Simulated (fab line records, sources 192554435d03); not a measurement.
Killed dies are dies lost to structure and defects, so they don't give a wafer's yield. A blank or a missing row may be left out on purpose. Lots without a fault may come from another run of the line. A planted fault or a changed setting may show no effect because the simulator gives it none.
Which tool did it? | flow n5_finfet | 10 lots, 30 wafers sampled, at 3 steps of a route of 1938

WHAT THE GAUGES READ, wafer by wafer
N5_BEOL_M9_CD_MEAS_18: pitch 140 nm, target cd 70 nm. Usual: cd_nm 70.2 nm, standard deviation 0.56.
lot  | measured     | on        | cd_nm (nm)     | flag
L443 | day 9 12:25  | cd_sem-03 | 70.2 69.7 69.8 |
L445 | day 10 00:40 | cd_sem-02 | 69.8 70.7 70.0 |
L450 | day 11 13:02 | cd_sem-03 | 70.0 70.0 70.5 |
L451 | day 12 01:32 | cd_sem-02 | 71.1 70.6 70.7 |
L453 | day 12 18:52 | cd_sem-02 | 70.6 70.8 70.7 |
L454 | day 13 01:01 | cd_sem-01 | 70.8 71.8 71.8 |
L458 | day 13 20:40 | cd_sem-03 | 70.5 70.4 71.3 |
L459 | day 13 21:06 | cd_sem-03 | 69.9 70.3 70.1 |
L460 | day 13 22:05 | cd_sem-02 | 70.8 71.0 71.0 |
L462 | day 15 02:22 | cd_sem-02 | 70.6 70.0 69.0 |

N5_BEOL_M9_OVL_MEAS_29. Usual: V8_OVL 0.0 nm, standard deviation 0.67.
lot  | measured     | on         | V8_OVL (nm)    | flag
L443 | day 9 13:57  | overlay-02 | -0.7 -0.1 -1.2 |
L445 | day 10 01:10 | overlay-02 | -0.7 -0.9 -0.2 |
L450 | day 11 15:26 | overlay-01 | 0.5 0.8 0.0    |
L451 | day 12 03:40 | overlay-01 | -0.1 -0.3 -0.9 |
L453 | day 12 20:47 | overlay-01 | 0.0 0.0 0.0    |
L454 | day 13 01:58 | overlay-02 | 0.2 1.0 -0.2   |
L458 | day 14 00:41 | overlay-02 | 0.7 0.2 1.0    |
L459 | day 14 00:51 | overlay-02 | 0.7 0.2 1.0    |
L460 | day 14 01:02 | overlay-01 | -0.7 -0.2 -1.1 |
L462 | day 15 02:45 | overlay-02 | 1.5 0.7 0.4    |

WHICH TOOL RAN EACH LOT (tool, then ch and the chambers of the sampled wafers, then the start)
lot  | N5_BEOL_M9_ETCH_62
L443 | rie_diel-02 ch 0,2,3, day 9 12:03
L445 | rie_diel-05 ch 1,2,3, day 10 00:18
L450 | rie_diel-05 ch 0,1,2, day 11 12:40
L451 | rie_diel-02 ch 2,3, day 12 01:08
L453 | rie_diel-05 ch 0,2,3, day 12 18:19
L454 | rie_diel-05 ch 2,3, day 13 00:39
L458 | rie_diel-02 ch 0,2,3, day 13 20:16
L459 | rie_diel-01 ch 0,1,2, day 13 20:44
L460 | rie_diel-02 ch 2,3, day 13 21:33
L462 | rie_diel-01 ch 1,2,3, day 15 02:00
- N5_BEOL_M9_ETCH_62: etches SOC in N2/H2, target depth 110 nm, overetch 22 nm, time 165 s.

WHAT THE TOOLS THEMSELVES READ (means of the sampled wafers that have a number; where no wafer has one, the mark that the record gives instead)
N5_BEOL_M9_ETCH_62. Usual: bias_w 150.0 W, standard deviation 0.46; drypump_motor_current_A 5.8 A, standard deviation 0.36; h2_flow_sccm 200.0 sccm, standard deviation 0.58; oes_product_au 0.63 a.u., standard deviation 0.056; rf_fwd_power_W 837.3 W, standard deviation 2.9; rf_vpp_V 524.0 V, standard deviation 2.7; showerhead_plenum_p_Torr 2.54 Torr, standard deviation 0.091; throttle_valve_pct 17.90 %, standard deviation 0.2.
lot  | tool        | bias_w (W) | drypump_motor_current_A (A) | h2_flow_sccm (sccm) | oes_product_au (a.u.) | rf_fwd_power_W (W) | rf_vpp_V (V) | showerhead_plenum_p_Torr (Torr) | throttle_valve_pct (%) | flag
L443 | rie_diel-02 | 150.4      | 5.6                         | 200.0               | 0.61                  | 840.1              | 522.6        | 2.49                            | 17.83                  |
L445 | rie_diel-05 | 150.1      | 5.6                         | 200.2               | 0.61                  | 837.6              | 524.0        | 2.55                            | 18.03                  |
L450 | rie_diel-05 | 150.2      | 5.7                         | 199.7               | 0.63                  | 838.5              | 525.2        | 2.56                            | 17.97                  |
L451 | rie_diel-02 | 150.1      | 5.6                         | 200.0               | 0.59                  | 837.6              | 521.3        | 2.45                            | 17.97                  |
L453 | rie_diel-05 | 150.1      | 5.7                         | 200.3               | 0.62                  | 1039.1             | 489.5        | 2.63                            | 17.88                  | OFF
L454 | rie_diel-05 | 150.0      | 5.6                         | 199.3               | 0.59                  | 1040.4             | 489.3        | 2.62                            | 17.96                  | OFF
L458 | rie_diel-02 | 150.1      | 5.6                         | 201.0               | 0.59                  | 839.5              | 522.3        | 2.48                            | 17.89                  |
L459 | rie_diel-01 | 149.4      | 6.2                         | 200.1               | 0.65                  | 838.9              | 522.9        | 2.54                            | 17.95                  |
L460 | rie_diel-02 | 150.5      | 5.6                         | 200.0               | 0.59                  | 837.9              | 519.8        | 2.45                            | 17.99                  |
L462 | rie_diel-01 | 150.0      | 5.8                         | 200.7               | 0.63                  | 836.4              | 523.5        | 2.53                            | 18.00                  |

THE ANSWER, worked out from the rows above alone
Rule: a lot is off if the mean of its wafers that have a number lies more than 3 standard deviations from the usual mean. A lot without any number at a reading at which 4 lots or more have one is off too. The other lots that the step has rows for count as sound. The gauges are gone through in route order, then the tools' own readings, and for those a lot's mean is taken as printed above. The first step at which some lot is off is used, and at that step the reading that is off furthest; a lot without a number counts as furthest.
Off: L453, L454, at N5_BEOL_M9_ETCH_62 (rf_fwd_power_W).
A tool fits if, at that step or a process step before it, it ran every lot that is off, and no sound lot after the first of them. One fits: rie_diel-05 at N5_BEOL_M9_ETCH_62. Its last sound lot is L450 (day 11 12:40), its first lot that is off L453 (day 12 18:19): a fault that began between those two fits.
The tool's own readings at N5_BEOL_M9_ETCH_62 bear it out: on the lots that are off they differ by more than 5 times the standard deviation of the sound lots' means. rf_fwd_power_W reads 1039.8 W there against 838.3 W on the sound lots; rf_vpp_V reads 489.4 V there against 522.7 V on the sound lots.

WHAT THE SIMULATOR HAD PUT IN
Process parameter drift: rie_diel-05, from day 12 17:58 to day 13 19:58, at N5_BEOL_M9_ETCH_62. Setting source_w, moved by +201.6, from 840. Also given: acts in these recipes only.
Lots struck among those shown: L453, L454. The rule above found the same.
